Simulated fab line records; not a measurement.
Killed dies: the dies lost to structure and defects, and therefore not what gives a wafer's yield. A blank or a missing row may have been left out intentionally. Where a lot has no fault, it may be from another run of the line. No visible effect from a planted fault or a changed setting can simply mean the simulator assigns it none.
fab line records + flow n5-finfet
[record]
- lots = 13
- wafers = 31
- last-day = 17
route steps=1938 shown BEOL_M11@1579 BEOL_M12@1602 PASSIVATION@1936
lots that met no fault: taken from a fault-free run of the same line
start-h: the number of hours between the record's first day and the start of the first shown wafer of the lot + wait-h: time in hours since the lot's previous step + " as in the row above + L1.1+2: a single row standing in for several wafers + - no value present, or no start provided + * or withheld: withheld + < > ~ a bound
route shown NAME@n: NAME is a module with steps in the file, n the number in the route of the first one + usual: average and standard deviation across the fault-free wafers + same: alike in all rows + chamber/n: place in a boat + sites: per-site readings + _std_site: their standard deviation + _edge_site: outer sites' mean less inner sites' + radius-mm: for every site, how far away it sits from the centre of the wafer + mask NAME#n: copy n + behind: tool/chamber where the wafer was last shaped + hold: the reason the lot was held/the length of the hold in hours/how it ended + device: transistor that didn't switch, given as n, p or np + end of line: tests run on the same wafers once the route is complete + a step without rows: its recipe alone + killed: the dies lost at the first sort to structure and to defects; this is not the yield of the wafer + map: dies across one wafer; x = killed, . = not, _ = none there
set.NAME: the setting as run; set.NAME@STEP: as run at that earlier step + model.NAME: the simulator's own value behind a step, which no gauge read
route steps across a sampled set of lots; one table per step, one row per wafer
services: a tool's chamber out of use, with start hour (start-h, from the record's first day; less than 0 if before it), hours out, and reason
[[steps]]
[step N5_BEOL_M11_ETCH_41]
[recipe]
- chemistry = CH3F/O2
- target = SiCN
- target-depth-a = 426
- taper-deg = 2
- time-s = 86
- ion-energy-ev = 120
- mask-material = TiN
- pressure-mtorr = 30
- source-w = 395
- bias-w = 75
- Ar_flow_sccm = 150
- CH3F_flow_sccm = 30
- O2_flow_sccm = 20
[usual]
- drypump-motor-current-A = 5.5/0.35
- oes-product-au = 0.81/0.1
- rf-vpp-V = 297.8/1.4
- showerhead-plenum-p-Torr = 2.03/0.053
- throttle-valve-pct = 16.36/0.28
| lot.wafer | tool        | chamber | start-h | wait-h | drypump-motor-current-A | oes-product-au | rf-hours-counter-h | rf-vpp-V | showerhead-plenum-p-Torr | throttle-valve-pct |
|-----------|-------------|---------|---------|--------|-------------------------|----------------|--------------------|----------|--------------------------|--------------------|
| L485.4    | rie-diel-06 | 3       | -       | -      | 4.9                     | 0.70           | 230                | 295.6    | 1.92                     | 17.03              |
| L485.6    | "           | 1       | "       | "      | 6.0                     | 0.70           | -                  | 298.1    | 2.06                     | 16.59              |
| L484.1    | rie-diel-01 | 2       | -       | -      | 5.9                     | 0.71           | 222                | 296.8    | 2.00                     | 16.88              |
| L484.4    | "           | 3       | "       | "      | 5.2                     | 0.68           | 238                | 298.0    | 1.95                     | 16.49              |
| L487.4    | rie-diel-02 | 1       | -       | -      | 5.9                     | 0.70           | 228                | 296.0    | 2.00                     | 16.39              |
| L487.5    | "           | 2       | "       | "      | 5.6                     | 0.95           | -                  | 298.7    | 2.02                     | 15.83              |
| L487.6    | "           | 3       | "       | "      | 5.7                     | 0.68           | -                  | 296.8    | 1.96                     | 16.65              |
| L486.2    | rie-diel-02 | 2       | -       | -      | 5.6                     | 0.94           | 10                 | 298.1    | 2.02                     | 15.83              |
| L486.5    | "           | 1       | "       | "      | 5.9                     | 0.70           | -                  | 295.9    | 2.00                     | 16.39              |
| L489.2    | rie-diel-02 | 0       | -       | -      | 5.8                     | 0.83           | 63                 | 297.6    | 2.03                     | 16.23              |
| L489.3    | "           | 1       | "       | "      | 5.9                     | 0.69           | 232                | 296.5    | 2.00                     | 16.39              |
| L489.6    | "           | 0       | "       | "      | 5.8                     | 0.84           | -                  | 297.9    | 2.03                     | 16.22              |
| L497.3    | rie-diel-01 | 0       | -       | -      | 5.3                     | 0.84           | 66                 | 295.0    | 2.03                     | 16.55              |
| L497.5    | "           | 3       | "       | "      | 5.2                     | 0.95           | -                  | 296.2    | 1.94                     | 16.09              |
| L497.6    | "           | 1       | "       | "      | 5.5                     | 0.70           | -                  | 299.0    | 2.05                     | 16.47              |
| L498.1    | rie-diel-01 | 3       | -       | -      | 5.2                     | 0.93           | 10                 | 295.4    | 1.94                     | 16.10              |
| L498.5    | "           | 1       | "       | "      | 5.5                     | 0.69           | -                  | 299.0    | 2.05                     | 16.47              |
| L498.6    | "           | 0       | "       | "      | 5.3                     | 0.82           | -                  | 297.2    | 2.02                     | 16.55              |
| L500.4    | rie-diel-01 | 2       | -       | -      | 5.9                     | 1.00           | 1                  | 295.8    | 1.99                     | 16.48              |
| L500.5    | "           | 0       | "       | "      | 5.3                     | 0.82           | -                  | 298.9    | 2.02                     | 16.55              |
| L503.3    | rie-diel-02 | 2       | -       | -      | 5.6                     | 0.89           | 40                 | 299.4    | 2.01                     | 15.88              |
| L503.4    | "           | 0       | "       | "      | 5.8                     | 0.81           | -                  | 297.3    | 2.02                     | 16.29              |
| L502.1    | rie-diel-06 | 0       | -       | -      | 5.3                     | 0.71           | 207                | 297.8    | 2.08                     | 16.38              |
| L502.4    | "           | 3       | "       | "      | 4.9                     | 0.95           | 12                 | 300.2    | 2.16                     | 16.63              |
| L502.6    | "           | 1       | "       | "      | 5.9                     | 0.95           | -                  | 300.0    | 2.05                     | 16.16              |
| L505.5    | rie-diel-02 | 0       | -       | -      | 5.8                     | 0.79           | -                  | 297.3    | 2.01                     | 16.31              |
| L505.6    | "           | 3       | "       | "      | 5.7                     | 0.91           | -                  | 296.5    | 1.95                     | 16.22              |
| L506.5    | rie-diel-06 | 3       | -       | -      | 4.9                     | 0.94           | -                  | 300.1    | 2.16                     | 16.65              |
| L506.6    | "           | 2       | "       | "      | 5.0                     | 0.80           | -                  | 296.6    | 2.00                     | 16.27              |
| L507.2    | rie-diel-06 | 0       | -       | -      | 5.3                     | 0.71           | 220                | 300.1    | 2.07                     | 16.38              |
| L507.5    | "           | 2       | "       | "      | 5.0                     | 0.80           | -                  | 299.4    | 2.00                     | 16.29              |
[step N5_BEOL_M11_DEP_56]
[recipe]
- material = SiCN
- target-thk-a = 300
- temp-c = withheld
- precursor = 3MS/NH3
- pressure-torr = 3
- rf-w = 675
- time-s = 10.5
[usual]
- showerhead-plenum-p-Torr = 4.159/0.016
- showerhead-vpp-V = 1570/69
- throttle-valve-pct = 18.3/0.87
| lot.wafer | tool     | chamber | start-h | wait-h | showerhead-plenum-p-Torr | showerhead-vpp-V | throttle-valve-pct |
|-----------|----------|---------|---------|--------|--------------------------|------------------|--------------------|
| L485.4    | pecvd-01 | 1       | 218.87  | 0.0    | 4.178                    | 1399             | 19.7               |
| L485.6    | "        | 2       | "       | "      | 4.180                    | 1606             | 16.9               |
| L484.1    | pecvd-01 | 0       | 227.40  | 0.0    | 4.165                    | 1559             | 19.0               |
| L484.4    | "        | 2       | "       | "      | 4.180                    | 1631             | 17.2               |
| L487.4    | pecvd-03 | 1       | 240.11  | 0.0    | 4.166                    | 1688             | 18.3               |
| L487.5    | "        | 0       | "       | "      | 4.159                    | 1526             | 17.8               |
| L487.6    | "        | 2       | "       | "      | 4.143                    | 1581             | 16.8               |
| L486.2    | pecvd-02 | 2       | 241.39  | 0.0    | 4.140                    | 1579             | 17.9               |
| L486.5    | "        | 0       | "       | "      | 4.163                    | 1564             | 19.1               |
| L489.2    | pecvd-02 | 0       | 247.86  | 0.0    | 4.167                    | 1531             | 19.3               |
| L489.3    | "        | 2       | "       | "      | 4.137                    | 1581             | 17.9               |
| L489.6    | "        | 0       | "       | "      | 4.168                    | 1547             | 19.5               |
| L497.3    | pecvd-03 | 2       | 308.73  | 0.0    | 4.140                    | 1554             | 17.0               |
| L497.5    | "        | 2       | "       | "      | 4.142                    | 1604             | 16.8               |
| L497.6    | "        | 0       | "       | "      | 4.154                    | 1522             | 17.8               |
| L498.1    | pecvd-01 | 0       | 324.92  | 0.0    | 4.171                    | 1521             | 18.8               |
| L498.5    | "        | 0       | "       | "      | 4.170                    | 1556             | 18.8               |
| L498.6    | "        | 2       | "       | "      | 4.164                    | 1630             | 17.4               |
| L500.4    | pecvd-02 | 1       | 331.14  | 0.0    | 4.168                    | 1532             | 18.9               |
| L500.5    | "        | 0       | "       | "      | 4.162                    | 1554             | 19.6               |
| L503.3    | pecvd-03 | 0       | 334.10  | 0.0    | 4.164                    | 1516             | 17.6               |
| L503.4    | "        | 1       | "       | "      | 4.140                    | 1716             | 18.4               |
| L502.1    | pecvd-02 | 1       | 336.54  | 0.0    | 4.157                    | 1549             | 18.9               |
| L502.4    | "        | 1       | "       | "      | 4.165                    | 1550             | 18.9               |
| L502.6    | "        | 0       | "       | "      | 4.157                    | 1545             | 19.4               |
| L505.5    | pecvd-01 | 0       | 360.37  | 0.0    | 4.166                    | 1562             | 19.2               |
| L505.6    | "        | 1       | "       | "      | 4.180                    | 1400             | 19.7               |
| L506.5    | pecvd-03 | 1       | 365.47  | 0.0    | 4.157                    | 1698             | 18.6               |
| L506.6    | "        | 0       | "       | "      | 4.153                    | 1533             | 17.9               |
| L507.2    | pecvd-03 | 2       | 377.78  | 0.0    | 4.149                    | 1556             | 16.9               |
| L507.5    | "        | 2       | "       | "      | 4.146                    | 1557             | 16.9               |
[step N5_BEOL_M12_ILD_DEP_00]
[recipe]
- material = SiOC
- target-thk-a = 6589.2
- temp-c = 350
- precursor = DEMS/O2
- pressure-torr = 5
- rf-w = 500
- time-s = 130.7
[usual]
- heater-power-w = 449/64
- showerhead-plenum-p-Torr = 5.696/0.013
- showerhead-vpp-V = 1418/99
- susceptor-temp-C = 349.99/0.19
- throttle-valve-pct = 12.0/0.65
| lot.wafer | tool     | chamber | start-h | wait-h | heater-power-w | showerhead-plenum-p-Torr | showerhead-vpp-V | susceptor-temp-C | throttle-valve-pct |
|-----------|----------|---------|---------|--------|----------------|--------------------------|------------------|------------------|--------------------|
| L485.4    | pecvd-04 | 1       | 219.03  | 0.1    | 551            | 5.704                    | 1463             | 350.23           | 12.3               |
| L485.6    | "        | 0       | "       | "      | 449            | 5.701                    | 1540             | 349.90           | 12.9               |
| L484.1    | pecvd-03 | 2       | 227.53  | 0.0    | 388            | 5.684                    | 1362             | 350.22           | 10.9               |
| L484.4    | "        | 2       | "       | "      | 413            | 5.683                    | 1360             | 349.86           | 11.0               |
| L487.4    | pecvd-03 | 0       | 240.27  | 0.1    | 445            | 5.677                    | 1334             | 350.29           | 11.6               |
| L487.5    | "        | 1       | "       | "      | 404            | 5.678                    | 1475             | 349.62           | 12.3               |
| L487.6    | "        | 2       | "       | "      | 352            | 5.683                    | 1365             | 350.00           | 11.1               |
| L486.2    | pecvd-04 | 0       | 241.51  | 0.0    | 563            | 5.678                    | 1534             | 349.86           | 12.8               |
| L486.5    | "        | 0       | "       | "      | 439            | 5.686                    | 1558             | 350.16           | 13.0               |
| L489.2    | pecvd-04 | 0       | 247.99  | 0.0    | 497            | 5.697                    | 1550             | 349.81           | 12.9               |
| L489.3    | "        | 1       | "       | "      | 539            | 5.684                    | 1463             | 349.90           | 12.1               |
| L489.6    | "        | 0       | "       | "      | 528            | 5.696                    | 1567             | 349.94           | 12.7               |
| L497.3    | pecvd-03 | 1       | 308.85  | 0.0    | 399            | 5.689                    | 1484             | 344.10           | 12.2               |
| L497.5    | "        | 2       | "       | "      | 401            | 5.675                    | 1352             | 343.60           | 11.1               |
| L497.6    | "        | 1       | "       | "      | 310            | 5.681                    | 1471             | 343.74           | 12.1               |
| L498.1    | pecvd-03 | 2       | 325.05  | 0.0    | 347            | 5.681                    | 1373             | 343.81           | 11.1               |
| L498.5    | "        | 1       | "       | "      | 343            | 5.682                    | 1502             | 344.04           | 12.0               |
| L498.6    | "        | 0       | "       | "      | 335            | 5.701                    | 1304             | 343.96           | 11.8               |
| L500.4    | pecvd-04 | 0       | 331.30  | 0.1    | 485            | 5.688                    | 1535             | 350.16           | 13.0               |
| L500.5    | "        | 1       | "       | "      | 496            | 5.702                    | 1469             | 349.62           | 12.4               |
| L503.3    | pecvd-04 | 2       | 334.23  | 0.0    | 503            | 5.713                    | 1498             | 350.26           | 11.3               |
| L503.4    | "        | 0       | "       | "      | 536            | 5.677                    | 1554             | 349.87           | 13.1               |
| L502.1    | pecvd-04 | 0       | 336.67  | 0.0    | 566            | 5.679                    | 1548             | 350.04           | 12.8               |
| L502.4    | "        | 0       | "       | "      | 445            | 5.683                    | 1573             | 349.91           | 13.0               |
| L502.6    | "        | 2       | "       | "      | 494            | 5.725                    | 1512             | 350.04           | 11.6               |
| L505.5    | pecvd-04 | 2       | 360.53  | 0.1    | 438            | 5.736                    | 1504             | 349.98           | 11.5               |
| L505.6    | "        | 0       | "       | "      | 552            | 5.698                    | 1566             | 350.21           | 13.0               |
| L506.5    | pecvd-04 | 1       | 365.63  | 0.1    | 504            | 5.701                    | 1457             | 349.77           | 12.2               |
| L506.6    | "        | 0       | "       | "      | 526            | 5.673                    | 1582             | 350.11           | 13.2               |
| L507.2    | pecvd-01 | 2       | 377.90  | 0.0    | 509            | 5.710                    | 1385             | 349.78           | 11.3               |
| L507.5    | "        | 1       | "       | "      | 445            | 5.707                    | 1212             | 350.14           | 13.0               |
[step N5_BEOL_M12_INSPECT_12]
[recipe]
- mode = adi
- inspect-instrument = macro
[usual]
- raw-defect-count = 2.2/1.7
| lot.wafer | tool              | chamber | start-h | wait-h | raw-defect-count |
|-----------|-------------------|---------|---------|--------|------------------|
| L485.4    | defect-inspect-01 | -       | 219.65  | 0.0    | 6                |
| L485.6    | "                 | -       | "       | "      | 2                |
| L484.1    | defect-inspect-02 | -       | 228.14  | 0.0    | 0                |
| L484.4    | "                 | -       | "       | "      | 1                |
| L487.4    | defect-inspect-01 | -       | 240.73  | 0.0    | 1                |
| L487.5    | "                 | -       | "       | "      | 4                |
| L487.6    | "                 | -       | "       | "      | 0                |
| L486.2    | defect-inspect-01 | -       | 242.00  | 0.0    | 1                |
| L486.5    | "                 | -       | "       | "      | 4                |
| L489.2    | defect-inspect-02 | -       | 248.48  | 0.0    | 3                |
| L489.3    | "                 | -       | "       | "      | 3                |
| L489.6    | "                 | -       | "       | "      | 1                |
| L497.3    | defect-inspect-01 | -       | 309.35  | 0.0    | 4                |
| L497.5    | "                 | -       | "       | "      | 4                |
| L497.6    | "                 | -       | "       | "      | 1                |
| L498.1    | defect-inspect-02 | -       | 325.66  | 0.0    | 2                |
| L498.5    | "                 | -       | "       | "      | 6                |
| L498.6    | "                 | -       | "       | "      | 2                |
| L500.4    | defect-inspect-02 | -       | 331.87  | 0.0    | 5                |
| L500.5    | "                 | -       | "       | "      | 2                |
| L503.3    | defect-inspect-02 | -       | 334.84  | 0.0    | 2                |
| L503.4    | "                 | -       | "       | "      | 2                |
| L502.1    | defect-inspect-01 | -       | 337.16  | 0.0    | 1                |
| L502.4    | "                 | -       | "       | "      | 0                |
| L502.6    | "                 | -       | "       | "      | 2                |
| L505.5    | defect-inspect-02 | -       | 361.09  | 0.0    | 1                |
| L505.6    | "                 | -       | "       | "      | 2                |
| L506.5    | defect-inspect-01 | -       | 366.07  | 0.0    | 2                |
| L506.6    | "                 | -       | "       | "      | 0                |
| L507.2    | defect-inspect-02 | -       | 378.52  | 0.0    | 3                |
| L507.5    | "                 | -       | "       | "      | 3                |
[step N5_PASSIVATION_PROBE_49]
[usual]
- defect-limited-yield = 91.3/1.5
- killed_at_M0_to_M3 = 33/12
- killed_at_M4_up = 15/5.2
- killed-at-contacts = 12/5.1
- killed-at-front-end = 39/11
- killed-at-other = 5/3.6
- killed-dies = 103/18
- killed-open = 67/13
- killed-short = 33/7.8
- sort_bin_5_function = 5.1/0.96
- sort_bin_6_memory = 3.2/0.71
- sort_bin_8_speed = 0.01/0.063
- sort-n-pass = 1077/18
[same]
- gross-dies = 1180
- killed-at-back-side = 0
- sort_bin_4_leakage[%] = 0
| lot.wafer | tool      | chamber | start-h | wait-h | defect-limited-yield[%] | killed_at_M0_to_M3 | killed_at_M4_up | killed-at-contacts | killed-at-front-end | killed-at-other | killed-dies | killed-open | killed-short | sort_bin_5_function[%] | sort_bin_6_memory[%] | sort_bin_8_speed[%] | sort-n-pass |
|-----------|-----------|---------|---------|--------|-------------------------|--------------------|-----------------|--------------------|---------------------|-----------------|-------------|-------------|--------------|------------------------|----------------------|---------------------|-------------|
| L497.5    | prober-02 | -       | 348.99  | 0.2    | 88.9                    | 22                 | 15              | 7                  | 74                  | 13              | 131         | 62          | 45           | 5.0                    | 3.5                  | 0                   | 1049        |
| L498.1    | prober-02 | -       | 364.51  | 0.0    | 91.0                    | 19                 | 9               | 9                  | 69                  | 0               | 106         | 62          | 33           | 4.7                    | 3.1                  | 0                   | 1074        |
// killed by level:class
L497.5 HKMG_FIN:area-etch=24 FIN_SAQP:geometric-particle:open=10 FIN_SAQP:geometric-particle:short=10 STI_FIN_REVEAL:geometric-particle:open=9 GATE_CUT:geometric-particle:short=9 BEOL_M4:geometric-particle:open=9 BEOL_M1:geometric-particle:open=7 DUMMY_GATE:geometric-particle:open=5
L498.1 FIN_SAQP:geometric-particle:short=17 STI_FIN_REVEAL:geometric-particle:open=17 HKMG_FIN:area-etch=11 BEOL_M3:geometric-particle:open=10 MOL_CONTACT_COAG:geometric-particle:open=7 DUMMY_GATE:geometric-particle:open=5 BEOL_M4:geometric-particle:open=5 FIN_SAQP:geometric-particle:open=4
[[services]]
| tool        | chamber | start-h | hours | kind                          |
|-------------|---------|---------|-------|-------------------------------|
| rie-diel-02 | 2       | 196.07  | -     | clean                         |
| rie-diel-02 | 2       | 196.07  | -     | consumable-replace:focus-ring |
| pecvd-02    | -       | 199.08  | 14.6  | pm                            |
| pecvd-04    | 2       | 202.38  | -     | clean                         |
| pecvd-04    | 2       | 202.38  | -     | consumable-replace:showerhead |
| pecvd-04    | 2       | 202.38  | 29.0  | scheduled-down                |
| pecvd-04    | 2       | 202.38  | 29.0  | vent-cycle                    |
| rie-diel-01 | 2       | 220.13  | 3.2   | repair                        |
| rie-diel-02 | 3       | 236.85  | -     | clean                         |
| rie-diel-02 | 3       | 236.85  | -     | consumable-replace:focus-ring |
| rie-diel-02 | 3       | 236.85  | 19.3  | scheduled-down                |
| rie-diel-02 | 3       | 236.85  | 19.3  | vent-cycle                    |
| pecvd-01    | 1       | 246.46  | 25.7  | repair                        |
| pecvd-03    | -       | 250.52  | 2.8   | pm                            |
| pecvd-04    | 1       | 255.50  | 5.5   | scheduled-down                |
| pecvd-04    | 0       | 260.96  | 16.5  | scheduled-down                |
| rie-diel-02 | 3       | 266.56  | 10.3  | repair                        |
| pecvd-04    | -       | 299.98  | 0.4   | repair                        |
| rie-diel-02 | 1       | 304.80  | -     | clean                         |
| rie-diel-02 | 1       | 304.80  | -     | consumable-replace:focus-ring |
| rie-diel-02 | 3       | 320.24  | 22.2  | repair                        |
| rie-diel-01 | 0       | 350.91  | 2.9   | repair                        |
| rie-diel-06 | 2       | 352.76  | 1.7   | repair                        |
| rie-diel-02 | 1       | 356.52  | 10.3  | repair                        |
[[key]]
[first-sign]
- step = N5_BEOL_M12_ILD_DEP_00
- reading = susceptor-temp-C
- direction = down
- sigmas = 32
- usual = *
- struck = *
effect none on later readings
met-at N5_BEOL_M12_ILD_DEP_00
struck-lots L497,L498
[baseline-loss]
- step = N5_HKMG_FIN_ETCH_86
- wafers = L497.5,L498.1
not-acting-at N5_BEOL_M11_ETCH_41,N5_BEOL_M11_DEP_56,N5_BEOL_M12_INSPECT_12
onset-between 240.27 308.85
[fault]
- kind = process-parameter-drift
- tool = pecvd-03
- chamber = -
- onset-h = 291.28
- steps = N5_BEOL_M12_ILD_DEP_00
- channel = temp-c
- offset = *
- shape = step
- end-h = 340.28
- acts-in = *
- stated = *
// baseline-loss: these wafers lose ten dies or more at that step, a loss of the line's own and not of a fault; the sort's usual values leave them out
